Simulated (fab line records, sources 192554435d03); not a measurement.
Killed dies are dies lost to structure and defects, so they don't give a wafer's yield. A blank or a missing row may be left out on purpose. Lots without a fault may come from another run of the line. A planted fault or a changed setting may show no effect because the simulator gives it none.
Which tool did it? | flow n5_finfet | 24 lots, 72 wafers sampled, at 5 steps of a route of 1938

WHAT THE GAUGES READ, wafer by wafer
N5_BEOL_M2_INSPECT_59: inspects for defects (darkfield). Usual: raw_defect_count 70, standard deviation 22.
lot  | measured     | on                | raw_defect_count | flag
L074 | day 7 08:55  | defect_inspect-01 | 68 60 75         |
L075 | day 7 12:41  | defect_inspect-01 | 47 43 42         |
L076 | day 8 00:29  | defect_inspect-02 | 23 81 60         |
L077 | day 8 09:41  | defect_inspect-02 | 75 99 89         |
L078 | day 8 13:31  | defect_inspect-02 | 57 67 142        |
L079 | day 8 13:46  | defect_inspect-02 | 64 63 52         |
L080 | day 8 21:47  | defect_inspect-02 | 61 67 52         |
L081 | day 9 00:12  | defect_inspect-02 | 56 44 45         |
L082 | day 9 04:31  | defect_inspect-02 | 64 59 50         |
L083 | day 10 19:17 | defect_inspect-01 | 79 76 90         |
L084 | day 10 22:08 | defect_inspect-02 | 63 47 81         |
L085 | day 11 03:57 | defect_inspect-01 | 79 57 120        |
L086 | day 11 04:14 | defect_inspect-01 | 65 62 58         |
L087 | day 11 09:22 | defect_inspect-01 | 90 81 85         |
L088 | day 11 14:34 | defect_inspect-01 | 71 90 51         |
L090 | day 11 17:11 | defect_inspect-02 | 57 87 46         |
L089 | day 11 17:26 | defect_inspect-01 | 66 95 47         |
L092 | day 12 04:17 | defect_inspect-02 | 96 97 77         |
L091 | day 12 11:21 | defect_inspect-01 | 86 78 68         |
L093 | day 12 13:30 | defect_inspect-01 | 52 69 73         |
L094 | day 12 16:10 | defect_inspect-01 | 60 91 107        |
L096 | day 12 16:59 | defect_inspect-01 | 51 43 71         |
L095 | day 12 19:21 | defect_inspect-01 | 31 28 28         |
L097 | day 13 00:58 | defect_inspect-01 | 125 106 144      |

N5_BEOL_M3_CD_MEAS_28: target cd 25.7 nm, target cd y 23.3 nm. Usual: cd_nm 25.79 nm, standard deviation 0.24.
lot  | measured     | on        | cd_nm (nm)        | flag
L074 | day 7 13:22  | cd_sem-02 | 26.00 25.52 25.85 |
L075 | day 7 17:05  | cd_sem-03 | 25.60 25.52 25.79 |
L076 | day 8 03:59  | cd_sem-02 | 25.41 25.89 25.92 |
L077 | day 8 11:43  | cd_sem-03 | 26.06 25.85 26.09 |
L078 | day 8 17:31  | cd_sem-03 | 26.14 26.28 26.30 |
L079 | day 8 17:34  | cd_sem-02 | 26.02 26.06 25.87 |
L080 | day 9 01:04  | cd_sem-01 | 25.94 26.19 25.87 |
L081 | day 9 02:23  | cd_sem-02 | 25.58 25.77 25.26 |
L082 | day 9 07:32  | cd_sem-01 | 26.07 25.92 26.09 |
L083 | day 10 21:58 | cd_sem-02 | 25.89 25.80 25.67 |
L084 | day 11 00:57 | cd_sem-03 | 25.66 25.95 25.58 |
L085 | day 11 06:39 | cd_sem-03 | 25.87 25.60 25.53 |
L086 | day 11 07:17 | cd_sem-03 | 25.40 25.98 25.84 |
L087 | day 11 11:20 | cd_sem-01 | 25.92 25.88 25.99 |
L088 | day 11 17:44 | cd_sem-03 | 25.15 25.75 25.55 |
L090 | day 11 19:10 | cd_sem-03 | 25.89 26.23 25.49 |
L089 | day 11 19:21 | cd_sem-01 | 25.82 26.02 25.74 |
L092 | day 12 06:34 | cd_sem-03 | 25.89 25.61 25.83 |
L091 | day 12 13:58 | cd_sem-02 | 25.87 25.52 25.68 |
L093 | day 12 16:39 | cd_sem-01 | 25.91 25.75 25.61 |
L094 | day 12 19:53 | cd_sem-01 | 25.99 25.77 25.63 |
L096 | day 12 20:11 | cd_sem-03 | 25.50 25.80 25.48 |
L095 | day 12 20:50 | cd_sem-03 | 26.04 25.66 25.85 |
L097 | day 13 02:27 | cd_sem-03 | 25.94 25.51 26.03 |

WHICH TOOL RAN EACH LOT (tool, then ch and the chambers of the sampled wafers, then the start)
lot  | N5_BEOL_M2_ANNEAL_89         | N5_BEOL_M2_SPUTTER_92        | N5_BEOL_M2_ANNEAL_95
L074 | pvd_sputter-03, day 7 07:02  | pvd_sputter-03, day 7 07:24  | pvd_sputter-03, day 7 07:42
L075 | pvd_sputter-01, day 7 10:49  | pvd_sputter-01, day 7 11:10  | pvd_sputter-01, day 7 11:28
L076 | pvd_sputter-01, day 7 22:37  | pvd_sputter-01, day 7 22:58  | pvd_sputter-01, day 7 23:16
L077 | pvd_sputter-03, day 8 07:32  | pvd_sputter-03, day 8 07:53  | pvd_sputter-03, day 8 08:11
L078 | pvd_sputter-01, day 8 11:37  | pvd_sputter-01, day 8 11:58  | pvd_sputter-01, day 8 12:16
L079 | pvd_sputter-02, day 8 11:53  | pvd_sputter-02, day 8 12:14  | pvd_sputter-02, day 8 12:32
L080 | pvd_sputter-02, day 8 18:26  | pvd_sputter-02, day 8 18:48  | pvd_sputter-02, day 8 19:06
L081 | pvd_sputter-02, day 8 22:17  | pvd_sputter-02, day 8 22:38  | pvd_sputter-02, day 8 22:56
L082 | pvd_sputter-02, day 9 02:37  | pvd_sputter-02, day 9 02:59  | pvd_sputter-02, day 9 03:17
L083 | pvd_sputter-01, day 10 17:25 | pvd_sputter-01, day 10 17:46 | pvd_sputter-01, day 10 18:04
L084 | pvd_sputter-01, day 10 19:40 | pvd_sputter-01, day 10 20:02 | pvd_sputter-01, day 10 20:20
L085 | pvd_sputter-03, day 11 02:05 | pvd_sputter-03, day 11 02:26 | pvd_sputter-03, day 11 02:44
L086 | pvd_sputter-02, day 11 02:16 | pvd_sputter-02, day 11 02:37 | pvd_sputter-02, day 11 02:55
L087 | pvd_sputter-01, day 11 07:27 | pvd_sputter-01, day 11 07:49 | pvd_sputter-01, day 11 08:07
L088 | pvd_sputter-03, day 11 11:01 | pvd_sputter-03, day 11 11:22 | pvd_sputter-03, day 11 11:40
L090 | pvd_sputter-01, day 11 15:18 | pvd_sputter-01, day 11 15:40 | pvd_sputter-01, day 11 15:58
L089 | pvd_sputter-02, day 11 15:32 | pvd_sputter-02, day 11 15:54 | pvd_sputter-02, day 11 16:12
L092 | pvd_sputter-03, day 12 02:25 | pvd_sputter-03, day 12 02:46 | pvd_sputter-03, day 12 03:04
L091 | pvd_sputter-01, day 12 09:29 | pvd_sputter-01, day 12 09:50 | pvd_sputter-01, day 12 10:08
L093 | pvd_sputter-03, day 12 11:29 | pvd_sputter-03, day 12 11:51 | pvd_sputter-03, day 12 12:09
L094 | pvd_sputter-01, day 12 14:16 | pvd_sputter-01, day 12 14:38 | pvd_sputter-01, day 12 14:56
L096 | pvd_sputter-02, day 12 15:07 | pvd_sputter-02, day 12 15:29 | pvd_sputter-02, day 12 15:47
L095 | pvd_sputter-03, day 12 17:19 | pvd_sputter-03, day 12 17:41 | pvd_sputter-03, day 12 17:59
L097 | pvd_sputter-01, day 12 23:06 | pvd_sputter-01, day 12 23:28 | pvd_sputter-01, day 12 23:46
- N5_BEOL_M2_ANNEAL_89: time 240 s.
- N5_BEOL_M2_SPUTTER_92: material Cu, target thk 4.5 nm, time 8.29 s.
- N5_BEOL_M2_ANNEAL_95: time 240 s.

WHAT THE TOOLS THEMSELVES READ (means of the sampled wafers that have a number; where no wafer has one, the mark that the record gives instead)
N5_BEOL_M2_ANNEAL_89. Usual: heater_power_w 834 W, standard deviation 76.
lot  | tool           | heater_power_w (W) | flag
L074 | pvd_sputter-03 | 846                |
L075 | pvd_sputter-01 | 802                |
L076 | pvd_sputter-01 | 873                |
L077 | pvd_sputter-03 | 874                |
L078 | pvd_sputter-01 | 865                |
L079 | pvd_sputter-02 | 856                |
L080 | pvd_sputter-02 | 848                |
L081 | pvd_sputter-02 | 865                |
L082 | pvd_sputter-02 | 873                |
L083 | pvd_sputter-01 | 816                |
L084 | pvd_sputter-01 | 785                |
L085 | pvd_sputter-03 | 871                |
L086 | pvd_sputter-02 | 900                |
L087 | pvd_sputter-01 | 809                |
L088 | pvd_sputter-03 | 874                |
L090 | pvd_sputter-01 | 852                |
L089 | pvd_sputter-02 | 849                |
L092 | pvd_sputter-03 | 778                |
L091 | pvd_sputter-01 | 767                |
L093 | pvd_sputter-03 | 815                |
L094 | pvd_sputter-01 | 806                |
L096 | pvd_sputter-02 | 882                |
L095 | pvd_sputter-03 | 870                |
L097 | pvd_sputter-01 | 844                |

N5_BEOL_M2_SPUTTER_92. Usual: throttle_valve_pct 29.8 %, standard deviation 0.79.
lot  | tool           | throttle_valve_pct (%) | flag
L074 | pvd_sputter-03 | 29.9                   |
L075 | pvd_sputter-01 | 28.9                   |
L076 | pvd_sputter-01 | 29.3                   |
L077 | pvd_sputter-03 | 29.5                   |
L078 | pvd_sputter-01 | 29.4                   |
L079 | pvd_sputter-02 | 29.8                   |
L080 | pvd_sputter-02 | 29.9                   |
L081 | pvd_sputter-02 | 30.0                   |
L082 | pvd_sputter-02 | 29.5                   |
L083 | pvd_sputter-01 | 30.2                   |
L084 | pvd_sputter-01 | 30.8                   |
L085 | pvd_sputter-03 | 29.4                   |
L086 | pvd_sputter-02 | 29.6                   |
L087 | pvd_sputter-01 | 30.5                   |
L088 | pvd_sputter-03 | 29.4                   |
L090 | pvd_sputter-01 | 28.7                   |
L089 | pvd_sputter-02 | 30.0                   |
L092 | pvd_sputter-03 | 29.8                   |
L091 | pvd_sputter-01 | 30.0                   |
L093 | pvd_sputter-03 | 29.4                   |
L094 | pvd_sputter-01 | 29.8                   |
L096 | pvd_sputter-02 | 29.4                   |
L095 | pvd_sputter-03 | 29.5                   |
L097 | pvd_sputter-01 | 29.9                   |

N5_BEOL_M2_ANNEAL_95. Usual: heater_power_w 834 W, standard deviation 75.
lot  | tool           | heater_power_w (W) | flag
L074 | pvd_sputter-03 | 843                |
L075 | pvd_sputter-01 | 788                |
L076 | pvd_sputter-01 | 861                |
L077 | pvd_sputter-03 | 876                |
L078 | pvd_sputter-01 | 856                |
L079 | pvd_sputter-02 | 849                |
L080 | pvd_sputter-02 | 849                |
L081 | pvd_sputter-02 | 853                |
L082 | pvd_sputter-02 | 887                |
L083 | pvd_sputter-01 | 828                |
L084 | pvd_sputter-01 | 781                |
L085 | pvd_sputter-03 | 871                |
L086 | pvd_sputter-02 | 895                |
L087 | pvd_sputter-01 | 813                |
L088 | pvd_sputter-03 | 881                |
L090 | pvd_sputter-01 | 848                |
L089 | pvd_sputter-02 | 855                |
L092 | pvd_sputter-03 | 778                |
L091 | pvd_sputter-01 | 770                |
L093 | pvd_sputter-03 | 801                |
L094 | pvd_sputter-01 | 797                |
L096 | pvd_sputter-02 | 884                |
L095 | pvd_sputter-03 | 889                |
L097 | pvd_sputter-01 | 836                |

THE ANSWER, worked out from the rows above alone
Rule: a lot is off if the mean of its wafers that have a number lies more than 3 standard deviations from the usual mean. A lot without any number at a reading at which 4 lots or more have one is off too. The other lots that the step has rows for count as sound. The gauges are gone through in route order, then the tools' own readings, and for those a lot's mean is taken as printed above. The first step at which some lot is off is used, and at that step the reading that is off furthest; a lot without a number counts as furthest.
No lot is off at any reading shown: from this, nothing can be told.

WHAT THE SIMULATOR HAD PUT IN
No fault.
